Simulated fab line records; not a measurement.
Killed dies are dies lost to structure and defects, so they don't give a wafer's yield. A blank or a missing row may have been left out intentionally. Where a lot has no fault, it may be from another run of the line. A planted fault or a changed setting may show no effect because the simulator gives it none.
Struck lot and sound lot, side by side -- flow nand harc -- 14 out of 1302 route steps
Sound: these wafers, L333.1, L333.3, L333.6. Struck: wafer L343.3 (left out: L343.1, L343.6 of the same lot, which were not struck); the cause appears at the end.
Per side, at each step with rows, come the tool, then ch with its chambers, and then its first start. Under that, the readings that differ: sound wafers -- struck wafers -- difference of the means -- sigmas: that difference in standard deviations of wafers without a fault.
alike: readings whose means differ by less than 2 such deviations, and words and numbers that are the same on both sides. not compared: withheld readings, readings that some wafer has no value for, bounds like >300 that may hide the same value, and numbers for which the record gives no deviation and whose values overlap.
Wherever a step has rows on one side only, a row that says differs or no value, or a row with sigmas, the two part there. Non-overlapping numbers with no deviation appear without sigmas and do not part them. A reading that every wafer of one side lacks parts them only if that side has two wafers or more.

NHARC_A_CHANNEL_FILL_D1_ALD_15: deposits SiNx, target thk 2 nm, pulse time 60 s, ald cycles 19.
  sound: ald sin batch-02 ch 0; struck: ald sin batch-02 ch 0
  alike: precursor pulse height rel
  not compared: ald cycles
NHARC_A_CHANNEL_FILL_D1_ALD_16: deposits SiO2, target thk 1.5 nm, pulse time 10 s, ald cycles 15.
  sound on ald hk-03 ch 2,3, day 10 18:20; struck on ald hk-01 ch 0, day 15 06:15
  alike: heater power outer w, heater power w, precursor pulse height rel
  not compared: ald cycles
then, 3 steps without rows for these wafers: NHARC_A_CHANNEL_FILL_D1_ANNEAL_17 (time 1800 s); NHARC_A_CHANNEL_FILL_D1_CVD_18 (deposits poly-Si, target thk 3 nm); NHARC_A_CHANNEL_FILL_D1_ETCHBACK_19 (etches the open film in HBr/Cl2, target depth 5 nm, time 1.7 s).
NHARC_A_CHANNEL_FILL_D1_ETCHBACK_20: etches the open film in C4F8/O2/Ar, target depth 27 nm, time 13.5 s.
  sound on rie diel-08 ch 0,2,3, day 11 07:07; struck on rie diel-09 ch 2, day 15 18:06
reading,sound,struck,difference,sigmas
oes product au (a.u.),1.01 1.00 1.00,0.93,-0.07,-2
  alike: rf vpp V
  not compared: rf hours counter h
NHARC_A_CHANNEL_FILL_D1_STRIP_28: strips in O2, time 20 s.
  sound on rie diel-08 ch 0,3, day 11 07:12; struck on rie diel-09 ch 3, day 15 18:11
reading,sound,struck,difference,sigmas
mfc ar sccm (sccm),0.018 0.025 0.025,0,+0,-3
  alike: drypump motor current A, oes product au, rf vpp V, showerhead plenum p Torr, throttle valve pct
  not compared: rf hours counter h
then, 4 steps without rows for these wafers: NHARC_A_CHANNEL_FILL_D1_PRECLEAN_21 (cleans in dHF, time 30 s); NHARC_A_CHANNEL_FILL_D1_SRD_23; NHARC_A_CHANNEL_FILL_D1_CVD_05 (deposits poly-Si, target thk 5 nm); NHARC_A_CHANNEL_FILL_D1_ANNEAL_22 (time 7200 s).
NHARC_A_CHANNEL_FILL_D1_ALD_25: deposits SiOx, target thk 60 nm, pulse time 10 s, ald cycles 600.
  sound on ald hk-03 ch 0,2,3, day 11 19:43; struck on ald hk-01 ch 3, day 16 06:09
reading,sound,struck,difference,sigmas
ald cycles,600 600 600,512,-88,
  alike: heater power outer w, heater power w, precursor pulse height rel
NHARC_A_CHANNEL_FILL_D1_ETCHBACK_08: etches the open film in C4F8, target depth 220 nm, time 110 s.
  sound: rie diel-09 ch 0,1,2; struck: rie diel-09 ch 3
  alike: oes product au, rf vpp V
  not compared: rf hours counter h
-- jump in the record: it breaks off in module A_CHANNEL_FILL_D1 and resumes in module END (first step shown: number 1302 of the route), and 13 days separate the struck wafers' starts before and after --
NHARC_END_SORT_01:
  sound on prober-02 ch 0, day 25 23:21; struck on prober-01 ch 0, day 29 18:05
  alike: killed at array, killed at other, killed at periphery, killed dies, killed open, killed short

## WHERE THEY PART
Last at NHARC_A_CHANNEL_FILL_D1_STRIP_28 as far as this record goes, first at NHARC_A_CHANNEL_FILL_D1_ETCHBACK_20. Later steps at which nothing parts them and some readings are alike: NHARC_A_CHANNEL_FILL_D1_ALD_25, NHARC_A_CHANNEL_FILL_D1_ETCHBACK_08, NHARC_END_SORT_01.

WHY: what had been put in by the simulator
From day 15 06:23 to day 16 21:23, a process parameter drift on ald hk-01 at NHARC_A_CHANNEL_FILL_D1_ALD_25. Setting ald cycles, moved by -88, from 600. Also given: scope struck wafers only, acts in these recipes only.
